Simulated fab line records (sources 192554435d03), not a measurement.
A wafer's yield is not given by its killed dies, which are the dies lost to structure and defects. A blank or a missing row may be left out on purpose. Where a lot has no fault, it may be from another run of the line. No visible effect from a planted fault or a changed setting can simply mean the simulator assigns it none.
fab line records	flow n5_finfet
record: lots: 6	wafers: 18	last_day: 17
route steps=1938 shown BEOL_M4@1058
lots with no fault: from the same line, run without faults
start_h: the number of hours between the record's first day and the start of the first shown wafer of the lot	wait_h: hours from the lot's prior step to this one	" identical to the entry in the row above	L1.1+2: several wafers, shown together as one row	- no value, or no start given	* or withheld: withheld	< > ~ a bound
route shown NAME@n: a module of which the file shows steps, and the number in the route of the first	usual: mean/standard deviation of fault-free wafers	same: alike in all rows	chamber/n: place in a boat	sites: each site's reading	_std_site: their standard deviation	_edge_site: mean of outer sites minus mean of inner sites	radius_mm: how far each site lies from the wafer's centre	mask NAME#n: copy n	behind: the last tool/chamber to shape the wafer	hold: cause of the lot's hold/its duration in hours/its outcome	device: whichever transistor did not switch (one of n, p or np)	end of line: the route-end tests of the same wafers	for a step that has no rows: nothing shown but its recipe	killed: not the wafer's yield, but the dies lost to structure and defects at the first sort	map: per-die view of a wafer (x killed, . not killed, _ where there is no die)
set.NAME: the setting that was run; set.NAME@STEP: the one run at that earlier step	model.NAME: the simulator's own value behind a step, which no gauge read
certain route steps with their lots: each step a table, each wafer a row
services: when a tool's chamber went out of use (start_h, in hours from the record's first day, below 0 if earlier), for how many hours, and the reason
== steps ==
step: N5_BEOL_M4_INSPECT_30
recipe: mode: adi	inspect_instrument: brightfield
usual: raw_defect_count: 444/120
lot.wafer	tool	chamber	start_h	wait_h	raw_defect_count
L422.2	defect_inspect-01	-	184.56	0.0	648
L422.3	"	-	"	"	459
L422.6	"	-	"	"	572
L426.2	defect_inspect-01	-	211.33	0.0	271
L426.3	"	-	"	"	266
L426.5	"	-	"	"	400
L432.1	defect_inspect-01	-	241.47	0.1	470
L432.3	"	-	"	"	486
L432.4	"	-	"	"	610
L435.4	defect_inspect-01	-	252.28	0.0	565
L435.5	"	-	"	"	441
L435.6	"	-	"	"	421
L437.2	defect_inspect-01	-	266.33	0.1	362
L437.3	"	-	"	"	450
L437.4	"	-	"	"	407
L441.1	defect_inspect-02	-	304.25	0.1	424
L441.2	"	-	"	"	474
L441.5	"	-	"	"	437
step: N5_BEOL_M4_DESCUM_33
recipe: chemistry: O2	time_s: 7	source_power_w: 50	bias_power_w: 20	pressure_mtorr: 20	rf_frequency_hz: 2.712e+07	temp_c: 40	resist: CAR-EUV	o2_flow_sccm: 225
usual: chamber_pressure_mTorr: 20.000/0.018	drypump_motor_current_A: 5.8/0.39	oes_product_au: 0.82/0.081	rf_vpp_V: 243.7/1.3	showerhead_plenum_p_Torr: 2.13/0.065	throttle_valve_pct: 20.25/0.25
lot.wafer	tool	chamber	start_h	wait_h	chamber_pressure_mTorr	drypump_motor_current_A	oes_product_au	rf_hours_counter_h	rf_vpp_V	showerhead_plenum_p_Torr	throttle_valve_pct
L422.2	rie_diel-05	0	184.60	0.0	20.002	5.1	0.91	17	244.1	2.23	20.40
L422.3	"	3	"	"	19.980	5.9	0.67	244	242.4	2.06	20.60
L422.6	"	0	"	"	19.980	5.0	0.91	-	246.0	2.23	20.40
L426.2	rie_diel-05	2	211.36	0.0	19.988	5.8	0.90	33	242.9	2.13	19.85
L426.3	"	0	"	"	20.012	5.1	0.89	26	244.7	2.23	20.38
L426.5	"	2	"	"	19.993	5.8	0.91	-	243.2	2.13	19.85
L432.1	rie_diel-04	0	241.50	0.0	19.998	5.4	0.85	70	243.5	2.12	20.38
L432.3	"	2	"	"	19.998	5.9	0.79	114	243.1	2.11	20.66
L432.4	"	1	"	"	20.001	6.0	0.83	80	243.9	2.12	20.00
L435.4	rie_diel-05	3	252.31	0.0	20.006	5.9	0.97	3	241.8	2.06	20.22
L435.5	"	3	"	"	19.995	5.9	0.96	-	241.1	2.06	20.21
L435.6	"	2	"	"	20.011	5.8	0.86	-	244.0	2.13	19.86
L437.2	rie_diel-05	3	266.57	0.2	19.995	5.9	0.94	10	242.4	2.05	20.23
L437.3	"	0	"	"	20.026	5.1	0.84	51	244.4	2.22	20.44
L437.4	"	1	"	"	20.028	5.7	0.71	172	242.5	2.17	20.24
L441.1	rie_diel-06	1	304.28	0.0	19.986	6.4	0.81	105	244.3	2.20	20.40
L441.2	"	2	"	"	20.003	5.6	0.73	195	242.0	1.99	20.49
L441.5	"	3	"	"	20.026	6.6	0.92	-	245.7	2.22	19.73
step: N5_BEOL_M4_ETCH_77
recipe: chemistry: N2/H2	target: underlayer	target_depth_a: 65	mask_material: CAR-EUV	time_s: 5.2	ion_energy_ev: 200	pressure_mtorr: 30	source_w: 840	bias_w: 150	n2_flow_sccm: 200	h2_flow_sccm: 200	ends: cleared
usual: bias_w: 150.0/0.44	chamber_pressure_mTorr: 30.00/0.041	drypump_motor_current_A: 5.8/0.39	etch_rf_on_time_s: 5.17/0.065	oes_product_au: 0.70/0.068	rf_vpp_V: 525.1/2.5	showerhead_plenum_p_Torr: 2.58/0.08	throttle_valve_pct: 17.66/0.25
lot.wafer	tool	chamber	start_h	wait_h	bias_w	chamber_pressure_mTorr	drypump_motor_current_A	etch_rf_on_time_s	oes_product_au	rf_hours_counter_h	rf_vpp_V	showerhead_plenum_p_Torr	throttle_valve_pct
L422.2	rie_diel-05	0	184.63	0.0	150.5	30.03	5.1	5.13	0.77	17	529.0	2.72	17.88
L422.3	"	3	"	"	149.5	30.04	5.9	5.26	0.56	244	525.1	2.51	18.04
L422.6	"	0	"	"	150.7	29.96	5.1	5.10	0.77	-	529.9	2.71	17.87
L426.2	rie_diel-05	2	211.40	0.0	149.5	30.00	5.8	5.20	0.76	33	526.4	2.59	17.23
L426.3	"	0	"	"	150.1	30.04	5.0	5.18	0.75	26	528.9	2.71	17.89
L426.5	"	2	"	"	149.4	30.01	5.8	5.15	0.76	-	527.5	2.59	17.20
L432.1	rie_diel-04	0	241.53	0.0	149.3	29.95	5.4	5.27	0.71	70	525.0	2.57	17.68
L432.3	"	2	"	"	150.7	29.98	5.9	5.17	0.67	114	523.3	2.56	18.10
L432.4	"	1	"	"	149.8	29.98	6.0	5.10	0.70	80	524.2	2.58	17.42
L435.4	rie_diel-05	3	252.34	0.0	149.9	29.99	5.9	5.16	0.80	3	518.8	2.50	17.58
L435.5	"	3	"	"	150.2	30.12	5.9	5.20	0.81	-	522.4	2.50	17.59
L435.6	"	2	"	"	150.1	30.01	5.8	5.16	0.73	-	526.5	2.59	17.25
L437.2	rie_diel-05	3	266.61	0.0	150.4	30.06	5.9	5.24	0.80	10	521.7	2.50	17.59
L437.3	"	0	"	"	150.1	30.00	5.1	5.21	0.70	51	528.1	2.70	17.91
L437.4	"	1	"	"	149.7	30.04	5.7	5.22	0.61	172	525.0	2.64	17.68
L441.1	rie_diel-06	1	304.32	0.0	149.2	29.97	6.5	5.31	0.69	105	523.7	2.67	17.84
L441.2	"	2	"	"	150.3	30.00	5.6	5.21	0.62	195	519.6	2.42	17.93
L441.5	"	3	"	"	150.0	29.95	6.6	5.11	0.79	-	529.3	2.71	17.22
step: N5_BEOL_M4_ETCH_69
recipe: chemistry: CF4	target: SiARC	target_depth_a: 156	mask_material: CAR-EUV	time_s: 26	ion_energy_ev: 80	pressure_mtorr: 40	source_w: 545	bias_w: 36	Ar_flow_sccm: 100	cf4_flow_sccm: 100	ends: cleared
step: N5_BEOL_M4_ALD_98
recipe: material: SiO2	target_thk_a: 25	temp_c: 100	ald_precursor_family: BDEAS	ald_co_reactant: O2-plasma	pulse_time_s: 1	co_reactant_pulse_time_s: 1	purge_time_s: 2	co_reactant_purge_time_s: 2	ald_cycles: 17	pressure_torr: 2
step: N5_BEOL_M4_ETCHBACK_99
recipe: chemistry: CHF3	target: SiO2	target_depth_a: 50	time_s: 10.4	source_w: 215	bias_w: 47	Ar_flow_sccm: 200	CHF3_flow_sccm: 12	ion_energy_ev: 100	pressure_mtorr: 30
step: N5_BEOL_M4_ETCH_70
recipe: chemistry: N2/H2	target: SOC	target_depth_a: 800	overetch_a: 240	mask_material: SiARC	temp_c: 40	time_s: 130	ion_energy_ev: 200	pressure_mtorr: 30	source_w: 840	bias_w: 150	n2_flow_sccm: 200	h2_flow_sccm: 200
step: N5_BEOL_M4_STRIP_71
recipe: chemistry: N2/H2	temp_c: 40	n2_flow_sccm: 200	h2_flow_sccm: 200	rf_frequency_hz: 6e+07
step: N5_BEOL_M4_STRIP_78
recipe: chemistry: N2/H2	temp_c: 40	n2_flow_sccm: 200	h2_flow_sccm: 200	rf_frequency_hz: 6e+07
step: N5_BEOL_M4_VIA_ETCH_34
recipe: chemistry: C4F6/O2	target_depth_a: 694	mask_material: SOC	pressure_mtorr: 15	ion_energy_ev: 250	taper_deg: 4	time_s: 65.9	source_w: 350	bias_w: 170	Ar_flow_sccm: 300	C4F6_flow_sccm: 10	O2_flow_sccm: 10
usual: bias_w: 170.0/0.5	chamber_pressure_mTorr: 14.999/0.019	drypump_motor_current_A: 5.8/0.4	oes_ar_750_au: 0.82/0.075	oes_o_777_au: 0.82/0.075	oes_product_au: 0.83/0.08	rf_vpp_V: 669/6.6	showerhead_plenum_p_Torr: 2.89/0.078	throttle_valve_pct: 30.53/0.29
lot.wafer	tool	chamber	start_h	wait_h	bias_w	chamber_pressure_mTorr	drypump_motor_current_A	oes_ar_750_au	oes_o_777_au	oes_product_au	rf_hours_counter_h	rf_vpp_V	showerhead_plenum_p_Torr	throttle_valve_pct
L422.2	rie_diel-05	0	185.07	0.0	170.1	15.011	5.1	0.90	0.90	0.90	17	665	3.02	30.77
L422.3	"	1	"	"	169.8	15.012	5.6	0.74	0.72	0.74	139	674	2.96	30.52
L422.6	"	3	"	"	170.0	14.995	5.9	0.66	0.65	0.67	-	669	2.80	30.85
L426.2	rie_diel-04	1	213.73	0.0	170.4	15.025	6.0	0.84	0.84	0.84	71	669	2.88	30.29
L426.3	"	0	"	"	169.4	14.999	5.4	0.85	0.84	0.85	59	681	2.89	30.65
L426.5	"	3	"	"	169.8	15.002	5.6	0.91	0.90	0.92	-	670	2.90	30.37
L432.1	rie_diel-04	2	245.33	0.0	169.5	14.986	6.0	0.78	0.78	0.80	115	670	2.86	31.01
L432.3	"	1	"	"	170.3	15.017	6.0	0.82	0.82	0.83	82	671	2.88	30.31
L432.4	"	0	"	"	169.7	14.994	5.4	0.83	0.82	0.84	71	682	2.88	30.68
L435.4	rie_diel-04	2	261.40	0.0	169.7	14.970	5.9	0.77	0.78	0.78	121	670	2.85	31.01
L435.5	"	0	"	"	169.4	14.999	5.4	0.83	0.81	0.82	-	680	2.88	30.66
L435.6	"	3	"	"	169.8	14.982	5.6	0.87	0.88	0.89	-	670	2.89	30.41
L437.2	rie_diel-04	0	270.51	0.0	169.1	14.996	5.4	0.82	0.81	0.82	82	680	2.87	30.68
L437.3	"	1	"	"	169.8	15.006	6.0	0.81	0.81	0.82	91	669	2.88	30.31
L437.4	"	3	"	"	169.6	14.976	5.6	0.87	0.87	0.88	41	671	2.89	30.40
L441.1	rie_diel-06	1	308.63	0.0	170.0	15.000	6.4	0.81	0.82	0.81	106	666	2.97	30.64
L441.2	"	2	"	"	170.6	14.995	5.6	0.72	0.72	0.73	196	662	2.71	30.77
L441.5	"	1	"	"	169.8	15.019	6.5	0.81	0.82	0.81	-	666	2.97	30.62
step: N5_BEOL_M4_STRIP_83
recipe: chemistry: C4F6/O2	resist: SiARC	rf_frequency_hz: 6e+07
step: N5_BEOL_M4_STRIP_36
recipe: chemistry: N2/H2	power_w: 450	temp_c: 40	pressure_mtorr: 20	rf_frequency_hz: 6e+07	overash_fraction: 0.3	bias_power_w: 7	h2_frac: 0.5	n2_flow_sccm: 200	h2_flow_sccm: 200
usual: chamber_pressure_mTorr: 20.00/0.035	drypump_motor_current_A: 5.9/0.4	oes_product_au: 0.83/0.079	rf_vpp_V: 59.4/1.5	showerhead_plenum_p_Torr: 2.59/0.075	throttle_valve_pct: 23.4/0.31
lot.wafer	tool	chamber	start_h	wait_h	chamber_pressure_mTorr	drypump_motor_current_A	oes_product_au	rf_hours_counter_h	rf_vpp_V	showerhead_plenum_p_Torr	throttle_valve_pct
L422.2	rie_diel-05	0	185.13	0.0	19.98	5.0	0.90	17	58.4	2.71	23.7
L422.3	"	1	"	"	19.99	5.7	0.74	139	59.9	2.65	23.3
L422.6	"	3	"	"	19.97	5.9	0.66	-	58.8	2.50	23.8
L426.2	rie_diel-04	1	213.79	0.0	20.02	6.0	0.83	71	56.6	2.58	23.2
L426.3	"	0	"	"	20.02	5.4	0.86	59	59.6	2.57	23.3
L426.5	"	3	"	"	19.99	5.6	0.93	-	60.9	2.59	23.2
L432.1	rie_diel-04	2	245.39	0.0	19.95	5.9	0.80	115	59.2	2.56	24.0
L432.3	"	1	"	"	19.98	6.0	0.82	82	59.6	2.57	23.2
L432.4	"	0	"	"	20.08	5.4	0.85	71	61.2	2.56	23.3
L435.4	rie_diel-04	2	261.46	0.0	20.00	5.9	0.77	121	58.8	2.55	24.0
L435.5	"	0	"	"	20.02	5.4	0.83	-	59.0	2.56	23.3
L435.6	"	3	"	"	20.01	5.6	0.88	-	60.9	2.58	23.3
L437.2	rie_diel-04	0	270.57	0.0	19.99	5.4	0.84	82	58.3	2.56	23.4
L437.3	"	1	"	"	19.97	6.0	0.82	91	61.1	2.57	23.2
L437.4	"	3	"	"	20.00	5.6	0.88	41	58.4	2.58	23.3
L441.1	rie_diel-06	1	308.69	0.0	19.99	6.5	0.82	106	59.5	2.67	23.6
L441.2	"	2	"	"	20.01	5.6	0.74	196	57.3	2.42	23.6
L441.5	"	1	"	"	19.96	6.5	0.82	-	59.4	2.67	23.6
step: N5_BEOL_M4_TRENCH_ETCH_37
recipe: chemistry: C4F6/O2	target_depth_a: 555.55	target: SiOC	time_s: 29.2	ion_energy_ev: 250	pressure_mtorr: 30	source_w: 355	bias_w: 185	Ar_flow_sccm: 300	C4F6_flow_sccm: 10	O2_flow_sccm: 10
usual: bias_w: 185.1/0.55	chamber_pressure_mTorr: 30.00/0.045	drypump_motor_current_A: 5.8/0.4	oes_ar_750_au: 0.82/0.074	oes_o_777_au: 0.82/0.075	oes_product_au: 0.83/0.08	rf_vpp_V: 669/6.6	showerhead_plenum_p_Torr: 2.90/0.078	throttle_valve_pct: 20.66/0.26
lot.wafer	tool	chamber	start_h	wait_h	bias_w	chamber_pressure_mTorr	drypump_motor_current_A	oes_ar_750_au	oes_o_777_au	oes_product_au	rf_hours_counter_h	rf_vpp_V	showerhead_plenum_p_Torr	throttle_valve_pct	model.BEOL_M4.feature_depth_nm	model.etch.depth_nm
L422.2	rie_diel-05	0	185.17	-	185.9	29.93	5.1	0.91	0.89	0.91	17	664	3.02	20.84	56.2	56.2
L422.3	"	1	"	"	185.1	30.07	5.6	0.74	0.73	0.74	139	675	2.97	20.63	56	55.94
L422.6	"	3	"	"	185.1	30.02	5.9	0.66	0.66	0.65	-	669	2.81	21.01	54.4	54.35
L426.2	rie_diel-04	1	213.83	-	184.2	29.98	6.0	0.84	0.84	0.85	71	670	2.89	20.47	56	56.09
L426.3	"	0	"	"	185.6	29.99	5.4	0.84	0.84	0.86	59	683	2.89	20.79	55.8	55.86
L426.5	"	3	"	"	185.2	29.94	5.6	0.90	0.91	0.92	-	671	2.90	20.49	56.8	56.72
L432.1	rie_diel-04	2	245.43	-	184.7	30.02	5.9	0.78	0.79	0.79	115	671	2.86	21.05	56.4	56.34
L432.3	"	1	"	"	184.1	30.00	6.0	0.82	0.82	0.82	82	669	2.88	20.48	55.8	55.73
L432.4	"	0	"	"	185.0	30.02	5.4	0.83	0.82	0.83	71	680	2.88	20.80	55.4	55.4
L435.4	rie_diel-04	2	261.50	-	184.9	29.99	5.9	0.78	0.78	0.78	121	671	2.86	21.07	55.8	55.87
L435.5	"	0	"	"	184.4	29.99	5.4	0.82	0.82	0.84	-	680	2.88	20.79	55.8	55.71
L435.6	"	3	"	"	199.5	29.96	5.6	0.87	0.88	0.90	-	710	2.90	20.53	58.2	58.13
L437.2	rie_diel-04	0	270.61	-	186.3	30.01	5.4	0.82	0.81	0.83	82	680	2.88	20.82	55.8	55.88
L437.3	"	1	"	"	185.1	30.02	6.0	0.82	0.82	0.82	91	670	2.88	20.48	56.4	56.48
L437.4	"	3	"	"	198.2	30.01	5.6	0.87	0.87	0.89	41	710	2.89	20.54	58.2	58.13
L441.1	rie_diel-06	1	308.73	-	185.0	29.98	6.4	0.81	0.82	0.81	106	666	2.98	20.82	55.6	55.54
L441.2	"	2	"	"	184.2	30.06	5.6	0.73	0.72	0.73	196	662	2.72	20.93	55.4	55.5
L441.5	"	1	"	"	184.6	30.03	6.4	0.81	0.82	0.81	-	664	2.98	20.82	55.2	55.2
step: N5_BEOL_M4_ETCH_41
recipe: chemistry: CH3F/O2	target: SiCN	target_depth_a: 299	taper_deg: 2	time_s: 52.5	ion_energy_ev: 120	mask_material: TiN	pressure_mtorr: 30	source_w: 395	bias_w: 75	Ar_flow_sccm: 150	CH3F_flow_sccm: 30	O2_flow_sccm: 20
usual: CH3F_flow_sccm: 30.00/0.091	bias_w: 74.96/0.22	chamber_pressure_mTorr: 29.999/0.027	drypump_motor_current_A: 5.8/0.4	oes_product_au: 0.83/0.079	rf_vpp_V: 298.2/1.4	showerhead_plenum_p_Torr: 2.04/0.058	throttle_valve_pct: 16.13/0.25
lot.wafer	tool	chamber	start_h	wait_h	CH3F_flow_sccm	bias_w	chamber_pressure_mTorr	drypump_motor_current_A	oes_product_au	rf_hours_counter_h	rf_vpp_V	showerhead_plenum_p_Torr	throttle_valve_pct
L422.2	rie_diel-05	0	-	-	30.05	74.98	30.043	5.1	0.89	17	300.7	2.13	16.24
L422.3	"	1	"	"	29.94	75.13	29.964	5.7	0.74	139	299.1	2.09	16.14
L422.6	"	3	"	"	29.90	74.99	30.024	5.9	0.66	-	297.1	1.97	16.52
L426.2	rie_diel-04	1	-	-	30.02	74.82	30.014	6.0	0.84	71	298.7	2.03	15.93
L426.3	"	0	"	"	30.16	74.98	30.062	5.4	0.86	59	297.2	2.03	16.23
L426.5	"	3	"	"	29.84	75.08	30.041	5.6	0.92	-	297.7	2.04	15.94
L432.1	rie_diel-04	2	-	-	29.97	74.64	29.986	5.9	0.79	115	297.9	2.01	16.50
L432.3	"	1	"	"	29.98	75.29	29.963	6.0	0.82	82	297.2	2.03	15.97
L432.4	"	0	"	"	30.14	75.24	29.999	5.5	0.84	71	298.2	2.03	16.25
L435.4	rie_diel-04	2	-	-	29.91	74.88	29.966	6.0	0.78	121	297.5	2.01	16.50
L435.5	"	0	"	"	30.17	74.81	29.958	5.4	0.84	-	297.3	2.03	16.26
L435.6	"	3	"	"	29.82	75.14	29.999	5.6	0.89	-	299.9	2.04	15.97
L437.2	rie_diel-04	0	-	-	30.10	75.09	30.036	5.4	0.82	82	298.0	2.03	16.25
L437.3	"	1	"	"	29.94	74.41	29.980	6.0	0.82	91	297.5	2.02	15.96
L437.4	"	3	"	"	29.93	75.02	29.999	5.6	0.88	41	296.7	2.04	15.97
L441.1	rie_diel-06	1	-	-	30.09	74.73	30.027	6.5	0.81	106	300.1	2.10	16.29
L441.2	"	2	"	"	30.06	74.84	30.004	5.6	0.73	196	295.7	1.90	16.41
L441.5	"	1	"	"	29.99	75.16	30.002	6.4	0.81	-	299.7	2.10	16.27
step: N5_BEOL_M4_RC_MEAS_101
usual: DIBL_N: 36.3/1.4	DIBL_P: 36.2/1.5	IOFF_N: 0.160/0.021	IOFF_P: 0.211/0.027	ION_N: 676/7.7	ION_P: 463/5.5	SS_N: 71.4/0.57	SS_P: 73.3/0.58	VT_N: 249.3/2.5	VT_P: -250.1/2.6
lot.wafer	tool	chamber	start_h	wait_h	DIBL_N[mV/V]	DIBL_P[mV/V]	IOFF_N[nA/um]	IOFF_P[nA/um]	ION_N[uA/um]	ION_P[uA/um]	SS_N[mV/dec]	SS_P[mV/dec]	VT_N[mV]	VT_P[mV]
L422.2	prober-02	0	189.22	0.2	36.8	37.2	0.173	0.187	680	459	71.1	72.8	248.1	-253.8
L422.3	"	0	"	"	36.9	38.3	0.183	0.199	684	463	71.6	73.1	245.8	-252.4
L422.6	"	0	"	"	36.9	37.6	0.168	0.188	679	464	70.8	72.3	247.7	-256.4
L426.2	prober-01	0	217.92	0.2	36.6	37.9	0.185	0.239	675	461	70.8	73.7	243.7	-249.4
L426.3	"	0	"	"	34.5	34.7	0.143	0.185	673	455	70.3	73.4	251.5	-248.6
L426.5	"	0	"	"	36.2	38.0	0.179	0.235	693	471	70.7	73.3	248.7	-246.9
L432.1	prober-01	0	249.80	0.0	35.4	35.0	0.166	0.224	673	467	71.1	73.1	247.3	-246.8
L432.3	"	0	"	"	36.9	36.7	0.200	0.249	691	475	71.4	74.5	244.5	-247.0
L432.4	"	0	"	"	37.2	36.1	0.185	0.243	686	470	72.3	74.2	243.0	-244.7
L435.4	prober-02	0	266.12	0.5	35.7	34.3	0.151	0.187	678	461	71.4	73.4	248.5	-252.5
L435.5	"	0	"	"	36.9	36.2	0.186	0.221	687	465	71.2	73.2	245.8	-249.5
L435.6	"	0	"	"	35.0	33.3	0.149	0.179	677	460	70.6	72.4	249.8	-250.6
L437.2	prober-02	0	276.27	0.2	34.5	33.4	0.134	0.177	673	460	70.6	72.8	250.8	-250.7
L437.3	"	0	"	"	36.4	35.8	0.172	0.203	685	461	71.2	73.6	247.1	-255.4
L437.4	"	0	"	"	35.2	34.1	0.147	0.186	675	460	71.2	72.7	248.0	-252.7
L441.1	prober-01	0	313.17	0.0	35.4	35.1	0.131	0.199	674	464	71.6	72.8	253.6	-252.5
L441.2	"	0	"	"	39.0	38.7	0.198	0.253	678	463	72.7	73.9	248.9	-249.4
L441.5	"	0	"	"	35.8	35.4	0.136	0.192	668	455	72.0	72.1	253.2	-252.4
== services ==
tool	chamber	start_h	hours	kind
rie_diel-05	3	204.47	-	clean
rie_diel-05	3	204.47	-	consumable_replace:focus_ring
rie_diel-05	3	204.47	40.2	scheduled_down
rie_diel-05	3	204.47	40.2	vent_cycle
rie_diel-06	3	228.27	-	clean
rie_diel-06	3	228.27	-	consumable_replace:focus_ring
rie_diel-06	3	228.27	-	consumable_replace:showerhead
rie_diel-06	3	228.27	22.3	scheduled_down
rie_diel-06	3	228.27	22.3	vent_cycle
== key ==
first_sign: step: N5_BEOL_M4_TRENCH_ETCH_37	reading: bias_w	direction: up	sigmas: 25	usual: *	struck: *
effect: step: N5_BEOL_M4_TRENCH_ETCH_37	reading: rf_vpp_V	direction: up	sigmas: 6.2	usual: 669	struck: 710
model_effect: step: N5_BEOL_M4_TRENCH_ETCH_37	value: BEOL_M4.feature_depth_nm	without: 56.8	struck: 58.2
met_at N5_BEOL_M4_TRENCH_ETCH_37
struck_wafers L435.6,L437.4
onset_between 213.83 261.50
fault: kind: process_parameter_drift	tool: rie_diel-04	chamber: 3	onset_h: 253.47	steps: N5_BEOL_M4_TRENCH_ETCH_37	channel: bias_w	offset: *	shape: step	end_h: 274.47	acts_in: *	stated: *
